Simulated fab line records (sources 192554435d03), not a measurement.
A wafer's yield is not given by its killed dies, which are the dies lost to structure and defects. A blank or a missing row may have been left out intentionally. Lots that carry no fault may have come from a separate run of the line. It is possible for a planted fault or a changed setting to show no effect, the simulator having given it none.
Which tool did it?	flow n5-finfet	30 wafers sampled from 10 lots at 1 step of a route of 1938

== WHAT THE GAUGES SHOWED, per wafer ==
N5_MOL_CONTACT_COAG_OVL_MEAS_41.
lot	measured	on	VD_OVL (nm)
L075	day 5 17:41	overlay-01	0.8 -0.5 0.1
L078	day 6 07:17	overlay-01	1.1 0.3 0.8
L079	day 6 16:38	overlay-01	0.6 1.5 0.1
L082	day 7 07:05	overlay-01	-0.2 0.3 0.0
L084	day 7 19:57	overlay-02	0.1 -0.4 -0.3
L088	day 8 17:59	overlay-02	0.4 -0.6 0.7
L090	day 9 06:35	overlay-02	-1.0 0.8 -0.8
L092	day 9 19:13	overlay-01	-0.1 -0.8 -0.1
L094	day 10 08:49	overlay-02	0.2 0.5 -0.7
L097	day 10 23:44	overlay-02	0.1 -0.2 0.6

== EACH LOT AND THE TOOL THAT RAN IT (in order: tool; ch and the chambers of the sampled wafers; start) ==
The record shows no process step preceding these readings.

== THE ANSWER, worked out from the rows above alone ==
Rule: the lots themselves supply what counts as usual. The widest of any qualifying gaps counts: lots, ordered by their means at a reading, are off when they make up no more than a third of the lots, leave a main group of 4 or more, and stand apart from it by 3 or more times the standard deviation of that group's means. The tables above print the reading to a certain number of digits; a main group whose means all agree to those digits is not used. A lot without any number at a reading at which 4 lots or more have one is off too. Any other lot the step has rows for is counted as sound.
No lot is off at any reading shown: from this, nothing can be told.

== WHAT WAS PUT IN BY THE SIMULATOR ==
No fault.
